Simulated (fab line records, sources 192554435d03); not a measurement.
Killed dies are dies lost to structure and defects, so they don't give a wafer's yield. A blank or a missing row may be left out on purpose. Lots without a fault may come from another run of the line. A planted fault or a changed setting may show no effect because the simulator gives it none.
A struck lot beside a sound one | flow n5_finfet | 24 steps out of a route of 1938
Sound: wafers L924.1, L924.2, L924.4. Struck: wafers L940.1, L940.4, L940.5. The cause comes at the end.
At each step with rows: each side's tool, then ch and its chambers, then its first start. Under that, the readings that differ: sound wafers | struck wafers | difference of the means | sigmas: that difference in standard deviations of wafers without a fault.
alike: readings whose means differ by less than 2 such deviations, and words and numbers that are the same on both sides. not compared: withheld readings, readings that some wafer has no value for, bounds like >300 that may hide the same value, and numbers for which the record gives no deviation and whose values overlap.
The two part at a step that has a row with sigmas, a row that says differs or no value, or rows on one side only. Numbers that don't overlap but have no deviation are shown without sigmas and don't part them. A reading that every wafer of one side lacks parts them only if that side has two wafers or more.

N5_BEOL_M4_DEP_57: deposits SiCN from 3MS/NH3, target thk 8 nm, time 14 s.
  sound on pecvd-03 ch 0,1,2, day 8 23:04; struck on pecvd-01 ch 0,2, day 12 22:29
  alike: showerhead_plenum_p_Torr, throttle_valve_pct
N5_BEOL_M4_RS_MEAS_58: measures by four-point-probe.
  sound on film_metro-01, day 8 23:08; struck on film_metro-01, day 12 22:34
  alike: M4_RS
N5_BEOL_M4_INSPECT_59: inspects for defects (darkfield).
  sound on defect_inspect-01, day 8 23:10; struck on defect_inspect-02, day 12 22:35
  alike: raw_defect_count
N5_BEOL_M4_RC_MEAS_101:
  sound on prober-01 ch 0, day 8 23:11; struck on prober-01 ch 0, day 12 22:37
  reading       | sound       | struck      | difference | sigmas
  ION_P (uA/um) | 469 477 467 | 468 448 452 | -15        | -2
  alike: DIBL_N, DIBL_P, IOFF_N, IOFF_P, ION_N, SS_N, SS_P, VT_N, VT_P
N5_BEOL_M5_ILD_DEP_00: deposits SiCOH lowk from DEMS/porogen, target thk 140.64 nm, time 25.9 s.
  sound on pecvd-02 ch 0,1,2, day 9 00:09; struck on pecvd-02 ch 1,2, day 12 23:35
  alike: heater_power_w, showerhead_plenum_p_Torr, throttle_valve_pct
N5_BEOL_M5_CURE_79: cures SiCOH lowk, time 240 s.
  sound on uv_cure-02 ch 2, day 9 00:13; struck on uv_cure-03 ch 2, day 12 23:38
  alike: lamp_power_pct, wafer_temp_C_max
N5_BEOL_M5_THK_MEAS_01:
  sound on film_metro-02, day 9 00:43; struck on film_metro-01, day 13 00:10
  alike: M5_ILD_THK
N5_BEOL_M5_PECVD_70: deposits SiO2 from TEOS/O2, target thk 16 nm, time 18 s.
  sound on pecvd-04 ch 1,2, day 9 00:46; struck on pecvd-02 ch 1,2, day 13 00:11
  alike: heater_power_w, showerhead_plenum_p_Torr, throttle_valve_pct
N5_BEOL_M5_HM_DEP_02: deposits TiN, target thk 20 nm.
  sound on pvd_sputter-02, day 9 02:28; struck on pvd_sputter-01, day 13 03:43
  alike: throttle_valve_pct
then, 3 steps without rows for these wafers: N5_BEOL_M5_COAT_59 (time 60 s, resist thk 60 nm); N5_BEOL_M5_COAT_60 (time 60 s, resist thk 12 nm); N5_BEOL_M5_COAT_71 (time 60 s, resist thk 5 nm).
N5_BEOL_M5_COAT_05: resist thk 30 nm.
  sound on litho_track-01 ch 0, day 9 02:35; struck on litho_track-04 ch 0, day 13 03:51
  reading                                      | sound                | struck               | difference | sigmas
  spin_speed_rpm (rpm)                         | 1501.5 1498.9 1502.3 | 1386.9 1386.2 1385.8 | -114.6     | -99 or more
  model.CAR-EUV_of_BEOL_M5_COAT_05.thk_nm (nm) | 30 30 30             | 31.2 31.2 31.2       | +1.2       |
then, 5 steps without rows for these wafers: N5_BEOL_M5_EBR_07; N5_BEOL_M5_SOFTBAKE_06 (time 60 s); N5_BEOL_M5_EXPOSE_08 (exposes mask M5, target cd 28 nm); N5_BEOL_M5_PEB_09 (peb time 60 s); N5_BEOL_M5_DEVELOP_10 (develop time 30 s).
N5_BEOL_M5_CD_MEAS_11: target cd 27.74 nm.
  sound on cd_sem-02 ch 0, day 9 02:51; struck on cd_sem-03 ch 0, day 13 04:07
  alike: cd_nm
N5_BEOL_M5_OVL_MEAS_12:
  sound on overlay-01 ch 0, day 9 02:53; struck on overlay-02 ch 0, day 13 04:08
  alike: M5_OVL
N5_BEOL_M5_INSPECT_13: inspects for defects (brightfield).
  sound on defect_inspect-01, day 9 02:56; struck on defect_inspect-01, day 13 04:12
  alike: raw_defect_count
N5_BEOL_M5_DESCUM_16: chemistry O2, time 7 s.
  sound on rie_diel-04 ch 0,1,2, day 9 03:22; struck on rie_diel-02 ch 0,3, day 13 04:14
  reading                                      | sound      | struck         | difference | sigmas
  model.CAR-EUV_of_BEOL_M5_COAT_05.thk_nm (nm) | 26.2 26 26 | 27.4 27.2 27.2 | +1.2       |
  alike: drypump_motor_current_A, oes_product_au, rf_vpp_V, showerhead_plenum_p_Torr, throttle_valve_pct
  not compared: rf_hours_counter_h
then, 2 steps without rows for these wafers: N5_BEOL_M5_ETCH_72 (etches underlayer in N2/H2, target depth 6.5 nm, time 5.2 s); N5_PASSIVATION_PROBE_49.

WHERE THEY PART
First at N5_BEOL_M4_RC_MEAS_101; last, within this record, at N5_BEOL_M5_COAT_05. Later steps at which nothing parts them and some readings are alike: N5_BEOL_M5_CD_MEAS_11, N5_BEOL_M5_OVL_MEAS_12, N5_BEOL_M5_INSPECT_13, N5_BEOL_M5_DESCUM_16.

WHY: what the simulator had put in
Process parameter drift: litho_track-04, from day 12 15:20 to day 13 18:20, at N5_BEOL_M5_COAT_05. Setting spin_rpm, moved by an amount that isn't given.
